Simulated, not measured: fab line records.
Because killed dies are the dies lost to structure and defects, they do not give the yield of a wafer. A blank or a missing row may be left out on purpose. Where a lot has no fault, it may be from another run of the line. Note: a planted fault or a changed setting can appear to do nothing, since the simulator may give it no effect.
Chamber matching :: flow nand_harc :: NHARC_THIN_TSV_ETCH_44 on rie_diel-02: 3 sister chambers
The step etches the open film in CF4/O2, target depth 1594.2 nm, time 797.1 s. 16 wafers are shown with their chamber, then 4 later ones without.

## WAFERS, EACH WITH ITS CHAMBER
wafer: L393.2
chamber: 1
showerhead_plenum_p_Torr (Torr): 1.87
drypump_motor_current_A (A): 5.2
rf_vpp_V (V): 798

wafer: L393.3
chamber: 0
showerhead_plenum_p_Torr (Torr): 1.80
drypump_motor_current_A (A): 5.5
rf_vpp_V (V): 793

wafer: L393.5
chamber: 3
showerhead_plenum_p_Torr (Torr): 1.74
drypump_motor_current_A (A): 6.2
rf_vpp_V (V): 788

wafer: L396.2
chamber: 0
showerhead_plenum_p_Torr (Torr): 1.80
drypump_motor_current_A (A): 5.5
rf_vpp_V (V): 793

wafer: L396.4
chamber: 0
showerhead_plenum_p_Torr (Torr): 1.80
drypump_motor_current_A (A): 5.5
rf_vpp_V (V): 793

wafer: L396.6
chamber: 1
showerhead_plenum_p_Torr (Torr): 1.87
drypump_motor_current_A (A): 5.2
rf_vpp_V (V): 796

wafer: L401.1
chamber: 0
showerhead_plenum_p_Torr (Torr): 1.80
drypump_motor_current_A (A): 5.5
rf_vpp_V (V): 792

wafer: L401.2
chamber: 1
showerhead_plenum_p_Torr (Torr): 1.87
drypump_motor_current_A (A): 5.2
rf_vpp_V (V): 797

wafer: L401.6
chamber: 3
showerhead_plenum_p_Torr (Torr): 1.74
drypump_motor_current_A (A): 6.1
rf_vpp_V (V): 788

wafer: L403.3
chamber: 1
showerhead_plenum_p_Torr (Torr): 1.87
drypump_motor_current_A (A): 5.2
rf_vpp_V (V): 797

wafer: L403.4
chamber: 0
showerhead_plenum_p_Torr (Torr): 1.80
drypump_motor_current_A (A): 5.5
rf_vpp_V (V): 792

wafer: L403.6
chamber: 3
showerhead_plenum_p_Torr (Torr): 1.74
drypump_motor_current_A (A): 6.2
rf_vpp_V (V): 788

wafer: L405.4
chamber: 0
showerhead_plenum_p_Torr (Torr): 1.80
drypump_motor_current_A (A): 5.5
rf_vpp_V (V): 795

wafer: L405.5
chamber: 1
showerhead_plenum_p_Torr (Torr): 1.87
drypump_motor_current_A (A): 5.2
rf_vpp_V (V): 796

wafer: L405.6
chamber: 0
showerhead_plenum_p_Torr (Torr): 1.80
drypump_motor_current_A (A): 5.5
rf_vpp_V (V): 792

wafer: L404.4
chamber: 3
showerhead_plenum_p_Torr (Torr): 1.73
drypump_motor_current_A (A): 6.2
rf_vpp_V (V): 789

SIGNATURES (means of the wafers above)
reading: showerhead_plenum_p_Torr
chamber 0: 1.8000
chamber 1: 1.8700
chamber 3: 1.7375
scatter within a chamber: 0.0024

reading: drypump_motor_current_A
chamber 0: 5.500
chamber 1: 5.200
chamber 3: 6.175
scatter within a chamber: 0.024

reading: rf_vpp_V
chamber 0: 792.86
chamber 1: 796.80
chamber 3: 788.25
scatter within a chamber: 0.895
Rule: a wafer lies at a distance from a chamber equal to the root of the sum of squares, over the readings, of (its reading less the chamber's mean, divided by the reading's scatter). If the next closest chamber is less than 2 further off than the closest, the wafer can't be placed; otherwise it belongs to the closest. The scatter is the square root of a quotient: the sum, over the shown wafers, of each reading's squared deviation from its chamber's mean, divided by wafers minus chambers.

## WAFERS MISSING THEIR CHAMBER
wafer: L404.5
showerhead_plenum_p_Torr (Torr): 1.73
drypump_motor_current_A (A): 6.1
rf_vpp_V (V): 788

wafer: L407.6
showerhead_plenum_p_Torr (Torr): 1.73
drypump_motor_current_A (A): 6.2
rf_vpp_V (V): 788

wafer: L408.3
showerhead_plenum_p_Torr (Torr): 1.73
drypump_motor_current_A (A): 6.2
rf_vpp_V (V): 787

wafer: L408.5
showerhead_plenum_p_Torr (Torr): 1.87
drypump_motor_current_A (A): 5.2
rf_vpp_V (V): 797

## EACH ONE'S CHAMBER
wafer: L404.5
from the rows above: 3
in truth: 3

wafer: L407.6
from the rows above: 3
in truth: 3

wafer: L408.3
from the rows above: 3
in truth: 3

wafer: L408.5
from the rows above: 1
in truth: 1
Correctly placed: 4 of 4. From these rows, 0 cannot be placed. 0 placed wrongly.
